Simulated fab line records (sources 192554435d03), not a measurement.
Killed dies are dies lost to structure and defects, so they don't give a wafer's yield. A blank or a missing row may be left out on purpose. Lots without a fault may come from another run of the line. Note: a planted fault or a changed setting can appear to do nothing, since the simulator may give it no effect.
Split-lot study -- flow n5 finfet -- route with 1938 steps; 7 lots, 21 wafers read

ABOUT THE SPLIT
At N5_BEOL_M10_PECVD_70 (deposits SiO2 from TEOS/O2, target thk 20 nm, time 22.7 s), the setting time s was moved away from the recipe's 22.7 s on 10 of the 21 wafers read, by -8.9% to +12.6%. The other wafers ran this setting at the recipe's value.

The split's own step is where the reading is taken.

THE READING
SiO2_of_BEOL_M10_PECVD_70.thk nm (the simulator's own value, which no gauge read), in nm, at N5_BEOL_M10_PECVD_70 (deposits SiO2 from TEOS/O2, target thk 20 nm, time 22.7 s). The file gives no usual value for it. Across the 11 wafers here that went through the recipe, the average is 20.0 nm and the standard deviation 0.29 nm.

wafer,"tool, chamber at the split","time s as run, s",against the recipe,"SiO2_of_BEOL_M10_PECVD_70.thk nm, nm",against lot-mates on the recipe
L075.1,"pecvd-04, 0",22.7,recipe,19.8,-
L075.3,"pecvd-04, 2",20.69,-8.9%,17.8,-2.0
L075.6,"pecvd-04, 2",20.69,-8.9%,18,-1.8
L078.2,"pecvd-03, 2",24.85,+9.5%,21.6,+1.8
L078.3,"pecvd-03, 0",22.7,recipe,19.8,-
L078.6,"pecvd-03, 1",24.85,+9.5%,22.2,+2.4
L081.4,"pecvd-03, 1",22.7,recipe,20.2,-
L081.5,"pecvd-03, 0",25.57,+12.6%,22.4,+2.3
L081.6,"pecvd-03, 2",22.7,recipe,20,-
L080.3,"pecvd-01, 2",22.7,recipe,20.4,-
L080.5,"pecvd-01, 1",21.11,-7.0%,18.4,-2.1
L080.6,"pecvd-01, 2",22.7,recipe,20.6,-
L082.2,"pecvd-03, 0",22.7,recipe,19.6,-
L082.3,"pecvd-03, 2",22.7,recipe,20,-
L082.6,"pecvd-03, 1",24.62,+8.5%,21.8,+2.0
L084.1,"pecvd-03, 2,1",22.7,recipe,19.8,-
L084.3,"pecvd-03, 2,1",22.7,recipe,19.8,-
L084.4,"pecvd-03, 2",22.7,recipe,20.2,-
L091.2,"pecvd-03, 2",23.65,+4.2%,20.6,no lot-mate on the recipe
L091.5,"pecvd-03, 2,1",23.65,+4.2%,21,no lot-mate on the recipe
L091.6,"pecvd-03, 2,1",23.65,+4.2%,21,no lot-mate on the recipe
Rows listing several chambers each stand for several wafers; the file does not say which wafer went through which chamber.

FIT RESULTS
A straight line over all 21 wafers: SiO2_of_BEOL_M10_PECVD_70.thk nm changes by +0.212 nm for each +1% of time s; r = +0.98; the points scatter about the line by 0.27 nm.
The same after taking each lot's own level away (the mean of its wafers on the recipe; 18 wafers): +0.219 nm for each +1%; r = +0.98; scatter 0.25 nm.
On that fit, the largest move of time s shifts the reading by 2.8 nm.
From 19.80 to 20.50 nm: that is the span of the lots' own levels, equal to 2.4 times the standard deviation above.
Hence the lot-to-lot level has little effect on the slope; both slopes agree.
Check: for one of the wafers moved furthest among these (+12.6%), held out of the fit, the line's prediction against its lot-mates is +2.89 nm. Against them it came out at +2.3 nm.

OTHER SPLITS ON THESE WAFERS
Other splits were also applied to these wafers ahead of the reading. Each is held against what the fit with the lots' levels taken away leaves over:
other split on the same wafers,wafers away from the commonest value,r with SiO2_of_BEOL_M10_PECVD_70.thk nm (lot level and that fit taken away)
N5_BEOL_M6_COAT_63 spin rpm,5,-0.01
N5_BEOL_M6_COAT_22 spin rpm,10,+0.12
N5_BEOL_M7_EXPOSE_08 dose mj,6,-0.01
N5_BEOL_M7_ETCH_61 source w,5,+0.04
N5_BEOL_M7_DEP_56 time s,9,+0.29
N5_BEOL_M8_PECVD_70 temp c,7,-0.05
N5_BEOL_M9_PECVD_70 time s,7,+0.21

FILE'S OWN FIT
SiO2_of_BEOL_M10_PECVD_70.thk nm changes by +0.217 nm for each +1% of time s, r = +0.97.
